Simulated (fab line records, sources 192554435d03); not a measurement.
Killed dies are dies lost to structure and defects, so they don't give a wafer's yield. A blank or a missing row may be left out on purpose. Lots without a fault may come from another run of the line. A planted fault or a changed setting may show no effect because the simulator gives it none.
Problem report in the 8D (eight disciplines) form, filled by code | flow n5_finfet | the parts of the form that need people (team, actions taken, sign-off) are left out

1. THE PROBLEM
CHAIN_V1 at N5_BEOL_M4_RC_MEAS_101 reads a mean of 381 ohm/link on 3 wafers of 3 lots; wafers without a fault read 234 ohm/link with a standard deviation of 9.7. That is +15 standard deviations from the usual mean.
First seen on wafer L113.3, day 11 08:46, on prober-01. The record holds 14 wafers of 5 lots with a number at this step. Rule for "out", or "out of limits": more than 4 standard deviations from the usual mean. The other wafers with a number count as sound.

2. WHAT IT IS AND WHAT IT IS NOT
question                     | is                                                     | is not
which readings at this step  | CHAIN_V1, CHAIN_V1_max_site, SERP_M2, SERP_M2_max_site | ION_N, ION_P, SS_N, VT_N, VT_P
which lots                   | L113, L117, L118                                       | L109, L122
which wafers of those lots   | L113.3, L117.3, L118.3                                 | L113.2, L113.4, L117.1, L117.4, L118.6
read on which gauges         | prober-01                                              | -
when                         | from day 11 08:46                                      | up to then (5 sound wafers); but 6 sound wafers of L117, L118, L122 came after
where on the wafer (9 sites) | all sites                                              | -

3. SUSPECTS, AND WHAT RULES EACH OUT
Counting: a tool at a process step up to the reading stays a suspect if it ran every lot that is out. Sound lots after the first of them don't rule it out here, since some wafers of a struck lot are sound.
- the gauge at N5_BEOL_M4_RC_MEAS_101: kept. All the wafers that are out were read on prober-01, and no step on other tools shows them out.
- ald_metal-03 at N5_BEOL_M2_ALD_84 (deposits TaN, pulse time 2 s, purge time 3 s, co reactant purge time 2 s): kept. It ran every lot that is out, first L113 (day 10 06:51); its last sound lot up to then is L109 (day 8 01:56).
Left after counting: ald_metal-03 at N5_BEOL_M2_ALD_84, prober-01 at N5_BEOL_M4_RC_MEAS_101.

4. THE CAUSE (what the simulator had put in)
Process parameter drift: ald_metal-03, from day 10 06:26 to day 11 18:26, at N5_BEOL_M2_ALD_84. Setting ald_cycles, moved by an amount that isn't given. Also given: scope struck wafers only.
Counting left 2 suspects, and this tool is among them.

5. THE CHAIN OF EFFECTS, in route order
Each row: a reading whose mean over the struck wafers that have a number lies more than 3 standard deviations from the usual. Only readings for which the record gives a usual standard deviation are gone through. hours: the time from each lot's start at the first step in this table that gives one to its start at this step, as a median over the lots. sigmas: the change in usual standard deviations.
hours | step                    | reading           | usual        | on struck wafers | change | sigmas
0     | N5_BEOL_M4_RC_MEAS_101  | CHAIN_V1          | 234 ohm/link | 381              | +147   | +15
0     | N5_BEOL_M4_RC_MEAS_101  | CHAIN_V1_max_site | 242 ohm/link | 390              | +148   | +15
0     | N5_BEOL_M4_RC_MEAS_101  | SERP_M2           | 205 ohm/um   | 294              | +89    | +5.2
0     | N5_BEOL_M4_RC_MEAS_101  | SERP_M2_max_site  | 218 ohm/um   | 314              | +96    | +5.0
104   | N5_PASSIVATION_PROBE_49 | sort_bin_8_speed  | 0.00 %       | 0.31             | +0.31  | +16
The process steps in it:
- N5_PASSIVATION_PROBE_49

6. WHAT WOULD HAVE CAUGHT IT SOONER
In this record the first reading out of limits at a measuring or inspecting step was taken at day 11 08:46, 26 hours after the fault began at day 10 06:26.
Of the tool readings at N5_BEOL_M2_ALD_84 for which the record gives a usual standard deviation, none was out on any struck wafer, so an alarm limit of 4 standard deviations on them would not have fired.
All the lots that are out (3) had begun N5_BEOL_M2_ALD_84 on ald_metal-03 by day 11 08:46. A hold on the tool at that time would have spared none of them.
